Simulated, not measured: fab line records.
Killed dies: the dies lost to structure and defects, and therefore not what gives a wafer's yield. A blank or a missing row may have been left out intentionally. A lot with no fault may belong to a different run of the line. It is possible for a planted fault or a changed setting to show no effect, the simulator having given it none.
fab line records	flow nand-harc	part 1 of 2: steps 1 to 27 of 37
record lots=5	wafers=15	last-day=31
route steps=1302 shown A_STAIRCASE@747
lots that met no fault: from a run of the same line without faults
start-h: start of the lot's first displayed wafer, in hours after the record's first day	wait-h: hours since the lot's step before	" as in the row above	L1.1+2: several wafers, shown together as one row	- no value, or no start given	* or withheld: withheld	< > ~ a bound
route shown NAME@n: a module of which the file shows steps, and the number in the route of the first	usual: mean/standard deviation of fault-free wafers	same: alike in all rows	chamber/n: place in a boat	sites: readings site by site	_std_site: how widely they spread, as a standard deviation	_edge_site: outer sites' mean less inner sites'	radius-mm: how far each site lies from the wafer's centre	mask NAME#n: copy n	behind: the tool/chamber that last shaped the wafer	hold: why the lot went on hold/how many hours it stayed there/how the hold came to an end	device: the n, p or np transistor that did not switch	end of line: tests run on the same wafers once the route is complete	step lacking rows: just its recipe	killed: at the first sort, the dies lost to defects and structure; wafer yield is something else	map: dies across one wafer; x = killed, . = not, _ = none there
set.NAME: the setting that was run; set.NAME@STEP: the one run at that earlier step	model.NAME: the simulator's own value behind a step, which no gauge read
a table for each step, a row for each wafer; lots at some steps of the route
services: the hour from which a tool's chamber was out of use, counted from the record's first day as start-h (under 0 if before that day), plus the number of hours and why
## steps
# step NHARC_A_STAIRCASE_TRIM_233
# recipe time-s=211.2	o2-flow-sccm=500	ar-flow-sccm=0	bias-w=0	chemistry=O2
# usual drypump-motor-current-A=6.0/0.34	o2-flow-sccm=500.0/1.5	oes-product-au=1.000/0.0098	rf-vpp-V=57.9/0.86	showerhead-plenum-p-Torr=3.51/0.11	throttle-valve-pct=17.037/0.0099
lot.wafer	tool	chamber	start-h	wait-h	drypump-motor-current-A	o2-flow-sccm	oes-product-au	rf-hours-counter-h	rf-vpp-V	showerhead-plenum-p-Torr	throttle-valve-pct
L074.2	rie-diel-03	0	-	-	6.0	499.3	1.020	23	57.3	3.50	17.034
L074.3	"	1	"	"	6.3	497.7	1.017	23	56.2	3.47	17.053
L074.1	"	3	"	"	6.2	499.2	1.018	23	56.3	3.67	17.021
L075.2	rie-diel-03	0	-	-	6.1	499.8	1.007	32	59.1	3.50	17.028
L075.1	"	2	"	"	6.1	500.0	0.999	31	59.1	3.73	17.034
L075.5	"	0	"	"	6.1	498.7	1.007	-	58.7	3.50	17.016
L081.4	rie-diel-03	0	-	-	6.1	500.8	1.013	50	59.4	3.48	17.042
L081.2	"	1	"	"	6.3	499.6	0.992	48	56.9	3.46	17.042
L081.6	"	0	"	"	6.1	500.4	1.011	-	58.6	3.49	17.045
L085.4	rie-diel-01	0	-	-	5.7	500.2	0.989	22	59.7	3.52	17.044
L085.1	"	1	"	"	6.5	501.3	0.996	25	57.5	3.43	17.041
L085.3	"	3	"	"	6.5	500.9	0.996	24	57.5	3.53	17.023
L092.2	rie-diel-03	1	-	-	6.3	498.9	0.971	28	58.1	3.44	17.038
L092.4	"	3	"	"	6.1	500.2	0.995	20	58.7	3.65	17.046
L092.6	"	0	"	"	6.1	498.9	1.013	-	59.1	3.47	17.029
# step NHARC_A_STAIRCASE_ETCH_234
# recipe target-depth-a=1000	time-s=40.5	ion-energy-ev=400	c4f8-flow-sccm=20	o2-flow-sccm=10	ar-flow-sccm=withheld	rf-w=600	bias-w=1000	chemistry=C4F8/O2
# usual oes-product-au=0.941/0.012	rf-vpp-V=895/4
lot.wafer	tool	chamber	start-h	wait-h	oes-product-au	rf-hours-counter-h	rf-vpp-V
L074.3	rie-diel-03	0	-	-	0.936	24	895
L074.1	"	1	"	"	0.936	23	894
L074.2	"	2	"	"	0.944	23	902
L075.2	rie-diel-03	3	-	-	0.935	32	901
L075.1	"	0	"	"	0.942	32	894
L075.5	"	0	"	"	0.951	-	895
L081.2	rie-diel-03	3	-	-	0.952	46	902
L081.4	"	0	"	"	0.952	50	894
L081.6	"	1	"	"	0.943	-	893
L085.4	rie-diel-01	0	-	-	0.938	22	896
L085.3	"	2	"	"	0.944	27	892
L085.1	"	3	"	"	0.947	24	896
L092.2	rie-diel-03	3	-	-	0.958	20	900
L092.4	"	2	"	"	0.937	23	901
L092.6	"	0	"	"	0.960	-	893
# step NHARC_A_STAIRCASE_TRIM_235
# recipe time-s=211.2	o2-flow-sccm=500	ar-flow-sccm=0	bias-w=0	chemistry=O2
# usual drypump-motor-current-A=6.0/0.31	o2-flow-sccm=499.9/1.4	oes-product-au=1.000/0.0096	rf-vpp-V=57.8/0.92	showerhead-plenum-p-Torr=3.51/0.12	throttle-valve-pct=17.035/0.0091
lot.wafer	tool	chamber	start-h	wait-h	drypump-motor-current-A	o2-flow-sccm	oes-product-au	rf-hours-counter-h	rf-vpp-V	showerhead-plenum-p-Torr	throttle-valve-pct
L074.3	rie-diel-03	1	-	-	6.3	502.0	0.995	24	57.7	3.47	17.030
L074.2	"	2	"	"	6.1	501.1	0.999	23	57.2	3.74	17.024
L074.1	"	3	"	"	6.1	499.9	0.997	24	58.9	3.67	17.035
L075.1	rie-diel-03	2	-	-	6.1	502.7	1.000	31	58.9	3.73	17.050
L075.2	"	3	"	"	6.2	499.5	0.998	32	57.7	3.67	17.022
L075.5	"	1	"	"	6.3	500.1	0.994	-	58.1	3.47	17.041
L081.2	rie-diel-03	2	-	-	6.1	498.5	0.990	47	58.4	3.72	17.029
L081.4	"	0	"	"	6.0	497.3	1.007	50	58.9	3.48	17.040
L081.6	"	1	"	"	6.3	501.0	1.000	-	57.8	3.46	17.028
L085.3	rie-diel-01	0	-	-	5.6	499.3	0.998	22	58.3	3.52	17.035
L085.1	"	2	"	"	6.0	498.5	1.003	27	57.7	3.40	17.039
L085.4	"	3	"	"	6.5	502.0	0.999	24	58.8	3.53	17.040
L092.2	rie-diel-03	3	-	-	6.2	499.5	0.987	20	58.3	3.65	17.041
L092.4	"	0	"	"	6.1	500.5	1.010	27	56.7	3.47	17.049
L092.6	"	3	"	"	6.3	498.7	0.996	-	56.1	3.65	17.039
# step NHARC_A_STAIRCASE_ETCH_236
# recipe target-depth-a=1000	time-s=40.5	ion-energy-ev=400	c4f8-flow-sccm=20	o2-flow-sccm=10	ar-flow-sccm=withheld	rf-w=600	bias-w=1000	chemistry=C4F8/O2
# usual oes-product-au=0.942/0.012	rf-vpp-V=895/4.3
lot.wafer	tool	chamber	start-h	wait-h	oes-product-au	rf-hours-counter-h	rf-vpp-V
L074.2	rie-diel-03	3	-	-	0.940	24	902
L074.1	"	0	"	"	0.960	24	894
L074.3	"	1	"	"	0.932	24	894
L075.1	rie-diel-03	1	-	-	0.941	31	893
L075.2	"	2	"	"	0.945	31	904
L075.5	"	1	"	"	0.938	-	895
L081.4	rie-diel-03	3	-	-	0.950	46	901
L081.2	"	0	"	"	0.955	50	894
L081.6	"	1	"	"	0.934	-	894
L085.3	rie-diel-01	2	-	-	0.943	27	890
L085.1	"	3	"	"	0.946	24	895
L085.4	"	1	"	"	0.936	25	892
L092.2	rie-diel-03	3	-	-	0.944	20	901
L092.4	"	2	"	"	0.955	23	902
L092.6	"	0	"	"	0.950	-	894
# step NHARC_A_STAIRCASE_STRIP_238
# recipe power-w=1500	temp-c=250	chemistry=O2
# usual drypump-motor-current-A=5.6/0.38	heater-power-w=346/10
lot.wafer	tool	chamber	start-h	wait-h	drypump-motor-current-A	heater-power-w	rf-hours-counter-h
L074.2	plasma-asher-02	0	363.81	0.1	5.8	338	22
L074.1	"	1	"	"	6.1	353	22
L074.3	"	1	"	"	6.0	351	-
L075.1	plasma-asher-02	1	388.01	0.1	6.0	350	26
L075.2	"	0	"	"	5.8	343	26
L075.5	"	0	"	"	5.8	348	-
L081.2	plasma-asher-01	0	434.24	0.2	5.1	358	18
L081.4	"	1	"	"	5.5	352	-
L081.6	"	1	"	"	5.5	343	-
L085.1	plasma-asher-02	1	470.23	0.1	6.1	345	6
L085.3	"	1	"	"	6.1	360	-
L085.4	"	0	"	"	5.8	327	-
L092.2	plasma-asher-01	0	545.70	0.1	5.0	358	3
L092.4	"	1	"	"	5.5	337	-
L092.6	"	1	"	"	5.5	337	-
# step NHARC_A_STAIRCASE_STRIP_239
# recipe time-s=900	temp-c=130	chemistry=SPM
# usual bath-heat-duty-pct=15.1/1.5
lot.wafer	tool	chamber	start-h	wait-h	bath-heat-duty-pct
L074.1	wet-bench-05	7	364.18	0.3	15.8
L074.3	"	0	"	"	16.6
L074.2	"	1	"	"	14.3
L075.1	wet-bench-04	6	388.36	0.3	16.1
L075.5	"	2	"	"	13.5
L075.2	"	3	"	"	15.0
L081.4	wet-bench-05	3	434.57	0.2	17.3
L081.6	"	4	"	"	13.8
L081.2	"	5	"	"	17.2
L085.3	wet-bench-05	6	470.58	0.2	16.8
L085.4	"	0	"	"	16.5
L085.1	"	2	"	"	17.3
L092.2	wet-bench-05	0	546.06	0.3	14.6
L092.6	"	1	"	"	13.1
L092.4	"	4	"	"	12.9
# step NHARC_A_STAIRCASE_PRECLEAN_240
# recipe time-s=*	temp-c=50	bath-age-min=0	chemistry=SC1
# usual bath-heat-duty-pct=7.2/0.81	h2o2-flow-mL-min=56.61/0.18
lot.wafer	tool	chamber	start-h	wait-h	bath-heat-duty-pct	h2o2-flow-mL-min
L074.1	wet-bench-05	7	-	-	7.8	56.63
L074.3	"	0	"	"	8.0	56.63
L074.2	"	1	"	"	6.1	56.88
L075.1	wet-bench-04	6	-	-	7.6	56.79
L075.5	"	2	"	"	6.0	56.50
L075.2	"	3	"	"	7.9	56.85
L081.4	wet-bench-05	3	-	-	8.8	56.64
L081.6	"	4	"	"	6.6	56.35
L081.2	"	5	"	"	8.3	56.58
L085.3	wet-bench-05	6	-	-	7.5	56.94
L085.4	"	0	"	"	8.7	56.44
L085.1	"	2	"	"	7.5	56.30
L092.2	wet-bench-05	0	-	-	8.3	56.53
L092.6	"	1	"	"	5.9	56.62
L092.4	"	4	"	"	5.5	56.77
# step NHARC_A_STAIRCASE_SRD_241
lot.wafer	tool	chamber	start-h	wait-h
L074.1+3+2	wet-bench-05	7,0,1	-	-
L075.1+5+2	wet-bench-04	6,2,3	-	-
L081.4+6+2	wet-bench-05	3,4,5	-	-
L085.3+4+1	wet-bench-05	6,0,2	-	-
L092.2+6+4	wet-bench-05	0,1,4	-	-
# step NHARC_A_STAIRCASE_DEHYDRATE_242
# recipe temp-c=150	time-s=120
lot.wafer	tool	chamber	start-h	wait-h
L074.1+2+3	litho-track-05	0	364.61	-
L075.1+2+5	litho-track-02	0	388.81	-
L081.2+4+6	litho-track-02	0	435.01	-
L085.1+3+4	litho-track-02	0	471.03	-
L092.2+4+6	litho-track-07	0	546.51	-
# step NHARC_A_STAIRCASE_HMDS_243
# recipe time-s=30
lot.wafer	tool	chamber	start-h	wait-h
L074.1+2+3	litho-track-05	0	-	-
L075.1+2+5	litho-track-02	0	-	-
L081.2+4+6	litho-track-02	0	-	-
L085.1+3+4	litho-track-02	0	-	-
L092.2+4+6	litho-track-07	0	-	-
# step NHARC_A_STAIRCASE_COAT_244
# recipe spin-rpm=1200
lot.wafer	tool	chamber	start-h	wait-h
L074.1+2+3	litho-track-05	0	-	-
L075.1+2+5	litho-track-02	0	-	-
L081.2+4+6	litho-track-02	0	-	-
L085.1+3+4	litho-track-02	0	-	-
L092.2+4+6	litho-track-07	0	-	-
# step NHARC_A_STAIRCASE_SOFTBAKE_245
# recipe temp-c=135	time-s=170
lot.wafer	tool	chamber	start-h	wait-h
L074.1+2+3	litho-track-05	0	-	-
L075.1+2+5	litho-track-02	0	-	-
L081.2+4+6	litho-track-02	0	-	-
L085.1+3+4	litho-track-02	0	-	-
L092.2+4+6	litho-track-07	0	-	-
# step NHARC_A_STAIRCASE_EBR_246
lot.wafer	tool	chamber	start-h	wait-h
L074.1+2+3	litho-track-05	0	-	-
L075.1+2+5	litho-track-02	0	-	-
L081.2+4+6	litho-track-02	0	-	-
L085.1+3+4	litho-track-02	0	-	-
L092.2+4+6	litho-track-07	0	-	-
# step NHARC_A_STAIRCASE_EXPOSE_247
# recipe na=0.5	dose-mj=25.34	mask-id=SDS_1
# usual exposure-dose-mJ-cm2=25.315/0.024
lot.wafer	tool	chamber	start-h	wait-h	mask	exposure-dose-mJ-cm2
L074.1	krf-scanner-04	0	365.04	-	SDS_1#0	25.343
L074.2	"	0	"	"	SDS_1#0	25.295
L074.3	"	0	"	"	SDS_1#0	25.326
L075.1	krf-scanner-03	0	389.15	-	SDS_1#0	25.313
L075.2	"	0	"	"	SDS_1#0	25.348
L075.5	"	0	"	"	SDS_1#0	25.337
L081.2	krf-scanner-03	0	435.34	-	SDS_1#0	25.274
L081.4	"	0	"	"	SDS_1#0	25.251
L081.6	"	0	"	"	SDS_1#0	25.303
L085.1	krf-scanner-03	0	471.24	-	SDS_1#0	25.330
L085.3	"	0	"	"	SDS_1#0	25.321
L085.4	"	0	"	"	SDS_1#0	25.336
L092.2	krf-scanner-03	0	546.84	-	SDS_1#0	25.322
L092.4	"	0	"	"	SDS_1#0	25.321
L092.6	"	0	"	"	SDS_1#0	25.286
# step NHARC_A_STAIRCASE_PEB_248
# recipe peb-temp-c=115	peb-time-s=130
lot.wafer	tool	chamber	start-h	wait-h
L074.1+2+3	litho-track-05	0	365.10	0.1
L075.1+2+5	litho-track-05	0	389.21	0.1
L081.2+4+6	litho-track-05	0	435.40	0.1
L085.1+3+4	litho-track-07	0	471.31	0.1
L092.2+4+6	litho-track-02	0	546.90	0.1
# step NHARC_A_STAIRCASE_DEVELOP_249
# recipe time-s=140
lot.wafer	tool	chamber	start-h	wait-h
L074.1+2+3	litho-track-05	0	-	-
L075.1+2+5	litho-track-05	0	-	-
L081.2+4+6	litho-track-05	0	-	-
L085.1+3+4	litho-track-07	0	-	-
L092.2+4+6	litho-track-02	0	-	-
# step NHARC_A_STAIRCASE_HARDBAKE_251
# recipe temp-c=120	time-s=140
lot.wafer	tool	chamber	start-h	wait-h
L074.1+2+3	litho-track-07	0	365.32	-
L075.1+2+5	litho-track-07	0	389.43	-
L081.2+4+6	litho-track-07	0	435.63	-
L085.1+3+4	litho-track-02	0	471.53	-
L092.2+4+6	litho-track-07	0	547.13	-
# step NHARC_A_STAIRCASE_DESCUM_252
# recipe time-s=3	o2-flow-sccm=200	ar-flow-sccm=0	bias-power-w=0	chemistry=O2
# usual drypump-motor-current-A=6.0/0.38	o2-flow-sccm=200.0/0.6	oes-product-au=1.000/0.0092	rf-vpp-V=57.6/0.85	showerhead-plenum-p-Torr=1.89/0.055	throttle-valve-pct=11.311/0.0092
lot.wafer	tool	chamber	start-h	wait-h	drypump-motor-current-A	o2-flow-sccm	oes-product-au	rf-hours-counter-h	rf-vpp-V	showerhead-plenum-p-Torr	throttle-valve-pct
L074.2	rie-diel-07	2	365.41	-	5.7	199.6	0.998	18	55.9	1.80	11.291
L074.1	"	3	"	"	5.9	199.1	1.015	18	57.8	1.99	11.313
L074.3	"	0	"	"	5.1	199.8	0.995	21	56.9	1.90	11.315
L075.2	rie-diel-03	1	389.53	-	6.3	200.2	1.004	32	56.9	1.88	11.317
L075.1	"	2	"	"	6.0	199.1	1.008	32	58.7	2.03	11.313
L075.5	"	1	"	"	6.3	200.3	1.003	-	56.7	1.88	11.306
L081.2	rie-diel-01	0	435.71	-	5.7	200.4	0.986	10	57.4	1.91	11.290
L081.4	"	2	"	"	6.0	199.3	1.000	12	57.1	1.85	11.320
L081.6	"	0	"	"	5.7	199.3	0.993	-	55.8	1.91	11.322
L085.4	rie-diel-01	1	471.63	-	6.5	199.1	1.001	25	57.7	1.86	11.315
L085.1	"	2	"	"	6.0	199.8	1.002	27	56.5	1.84	11.300
L085.3	"	3	"	"	6.5	200.8	0.997	24	57.4	1.91	11.312
L092.4	rie-diel-01	2	547.21	-	6.0	199.9	1.003	54	57.2	1.83	11.296
L092.2	"	1	"	"	6.5	200.0	0.999	55	56.6	1.85	11.325
L092.6	"	3	"	"	6.5	200.8	1.006	-	59.2	1.90	11.314
# step NHARC_A_STAIRCASE_ETCH_253
# recipe target-depth-a=500	time-s=20.2	ion-energy-ev=400	c4f8-flow-sccm=20	o2-flow-sccm=10	ar-flow-sccm=withheld	rf-w=600	bias-w=1000	chemistry=C4F8/O2
# usual oes-product-au=0.962/0.014	rf-vpp-V=894/3.7
lot.wafer	tool	chamber	start-h	wait-h	oes-product-au	rf-hours-counter-h	rf-vpp-V
L074.1	rie-diel-07	3	365.50	0.1	0.976	18	902
L074.3	"	1	"	"	0.973	21	896
L074.2	"	2	"	"	0.970	18	890
L075.1	rie-diel-03	2	389.61	0.1	0.978	32	904
L075.2	"	0	"	"	0.972	33	895
L075.5	"	2	"	"	0.986	-	904
L081.2	rie-diel-01	2	435.81	0.1	0.971	12	891
L081.4	"	0	"	"	0.958	10	895
L081.6	"	1	"	"	0.971	-	893
L085.1	rie-diel-01	1	471.71	0.1	0.949	25	893
L085.4	"	3	"	"	0.965	24	895
L085.3	"	0	"	"	0.955	23	896
L092.2	rie-diel-01	3	547.31	0.1	0.926	48	896
L092.4	"	0	"	"	0.936	50	895
L092.6	"	2	"	"	0.936	-	890
# step NHARC_A_STAIRCASE_STRIP_254
# recipe power-w=1500	temp-c=250	chemistry=O2
# usual drypump-motor-current-A=5.6/0.37	heater-power-w=346/11
lot.wafer	tool	chamber	start-h	wait-h	drypump-motor-current-A	heater-power-w	rf-hours-counter-h
L074.1	plasma-asher-01	0	365.59	-	5.0	360	3
L074.2	"	1	"	"	5.5	345	3
L074.3	"	0	"	"	5.0	361	-
L075.2	plasma-asher-02	1	389.70	-	6.0	351	26
L075.1	"	0	"	"	5.8	337	26
L075.5	"	1	"	"	6.1	365	-
L081.2	plasma-asher-01	1	435.94	-	5.5	342	18
L081.4	"	0	"	"	5.0	361	-
L081.6	"	0	"	"	5.0	364	-
L085.1	plasma-asher-02	1	471.79	-	6.1	352	7
L085.3	"	1	"	"	6.1	350	-
L085.4	"	0	"	"	5.8	320	-
L092.2	plasma-asher-01	1	547.39	-	5.5	329	4
L092.4	"	1	"	"	5.5	331	-
L092.6	"	0	"	"	5.0	355	-
# step NHARC_A_STAIRCASE_STRIP_255
# recipe time-s=900	temp-c=130	chemistry=SPM
# usual bath-heat-duty-pct=15.2/1.6
lot.wafer	tool	chamber	start-h	wait-h	bath-heat-duty-pct
L074.2	wet-bench-05	0	365.94	0.3	17.3
L074.1	"	1	"	"	14.6
L074.3	"	2	"	"	15.4
L075.5	wet-bench-04	1	390.04	0.1	16.4
L075.2	"	3	"	"	15.3
L075.1	"	6	"	"	16.1
L081.2	wet-bench-05	5	436.24	0.3	16.3
L081.6	"	0	"	"	15.6
L081.4	"	2	"	"	15.2
L085.4	wet-bench-05	3	472.15	0.2	17.1
L085.1	"	5	"	"	16.4
L085.3	"	7	"	"	16.6
L092.2	wet-bench-05	4	547.75	0.3	11.5
L092.6	"	5	"	"	18.1
L092.4	"	6	"	"	14.5
# step NHARC_A_STAIRCASE_PRECLEAN_256
# recipe time-s=*	temp-c=50	bath-age-min=0	chemistry=SC1
# usual bath-heat-duty-pct=7.3/0.9	h2o2-flow-mL-min=56.61/0.17
lot.wafer	tool	chamber	start-h	wait-h	bath-heat-duty-pct	h2o2-flow-mL-min
L074.2	wet-bench-05	0	-	-	8.1	56.29
L074.1	"	1	"	"	5.9	56.46
L074.3	"	2	"	"	7.6	56.78
L075.5	wet-bench-04	1	-	-	8.4	56.60
L075.2	"	3	"	"	7.6	56.53
L075.1	"	6	"	"	8.1	56.62
L081.2	wet-bench-05	5	-	-	7.7	56.45
L081.6	"	0	"	"	8.5	56.79
L081.4	"	2	"	"	8.0	56.58
L085.4	wet-bench-05	3	-	-	8.0	56.65
L085.1	"	5	"	"	9.7	56.32
L085.3	"	7	"	"	7.9	57.11
L092.2	wet-bench-05	4	-	-	6.2	56.93
L092.6	"	5	"	"	7.8	56.49
L092.4	"	6	"	"	7.6	56.54
# step NHARC_A_STAIRCASE_SRD_257
lot.wafer	tool	chamber	start-h	wait-h
L074.2+1+3	wet-bench-05	0,1,2	-	-
L075.5+2+1	wet-bench-04	1,3,6	-	-
L081.2+6+4	wet-bench-05	5,0,2	-	-
L085.4+1+3	wet-bench-05	3,5,7	-	-
L092.2+6+4	wet-bench-05	4,5,6	-	-
# step NHARC_A_STAIRCASE_HM_DEP_456
# recipe target-thk-a=31000	temp-c=400	material=aC
# usual throttle-valve-pct=35.000/0.0079
lot.wafer	tool	chamber	start-h	wait-h	throttle-valve-pct
L074.1	acl-dep-02	0	368.76	-	35.003
L074.2	"	0	"	"	35.007
L074.3	"	0	"	"	34.996
L075.1	acl-dep-01	0	391.27	-	35.006
L075.2	"	0	"	"	35.005
L075.5	"	0	"	"	34.988
L081.2	acl-dep-03	0	441.07	-	35.010
L081.4	"	0	"	"	35.003
L081.6	"	0	"	"	35.005
L085.1	acl-dep-03	0	472.61	-	34.999
L085.3	"	0	"	"	34.997
L085.4	"	0	"	"	34.991
L092.2	acl-dep-03	0	548.76	-	35.006
L092.4	"	0	"	"	35.000
L092.6	"	0	"	"	34.996
# step NHARC_A_STAIRCASE_DEP_259
# recipe target-thk-a=300	target-thk-nm=30	temp-c=400	pressure-torr=3.5	flow-sccm=200	rf-w=350	material=SiON
# usual heater-power-w=735/81
lot.wafer	tool	chamber	start-h	wait-h	heater-power-w
L074.3	pecvd-04	1	370.60	0.9	730
L074.1	"	2	"	"	768
L074.2	"	0	"	"	631
L075.1	pecvd-03	1	393.12	1.5	729
L075.2	"	0	"	"	545
L075.5	"	2	"	"	852
L081.2	pecvd-04	0	442.64	1.3	698
L081.4	"	2	"	"	727
L081.6	"	0	"	"	696
L085.1	pecvd-02	1	474.49	1.6	789
L085.3	"	0	"	"	741
L085.4	"	0	"	"	742
L092.2	pecvd-02	0	550.39	1.3	804
L092.6	"	1	"	"	842
L092.4	"	2	"	"	696
# step NHARC_A_STAIRCASE_DEHYDRATE_260
# recipe temp-c=150	time-s=120
lot.wafer	tool	chamber	start-h	wait-h
L074.1+2+3	litho-track-07	0	370.88	0.2
L075.1+2+5	litho-track-07	0	393.39	0.2
L081.2+4+6	litho-track-07	0	442.85	0.2
L085.1+3+4	litho-track-07	0	474.76	0.2
L092.2+4+6	litho-track-07	0	550.61	0.2
# step NHARC_A_STAIRCASE_HMDS_261
# recipe time-s=30
lot.wafer	tool	chamber	start-h	wait-h
L074.1+2+3	litho-track-07	0	-	-
L075.1+2+5	litho-track-07	0	-	-
L081.2+4+6	litho-track-07	0	-	-
L085.1+3+4	litho-track-07	0	-	-
L092.2+4+6	litho-track-07	0	-	-
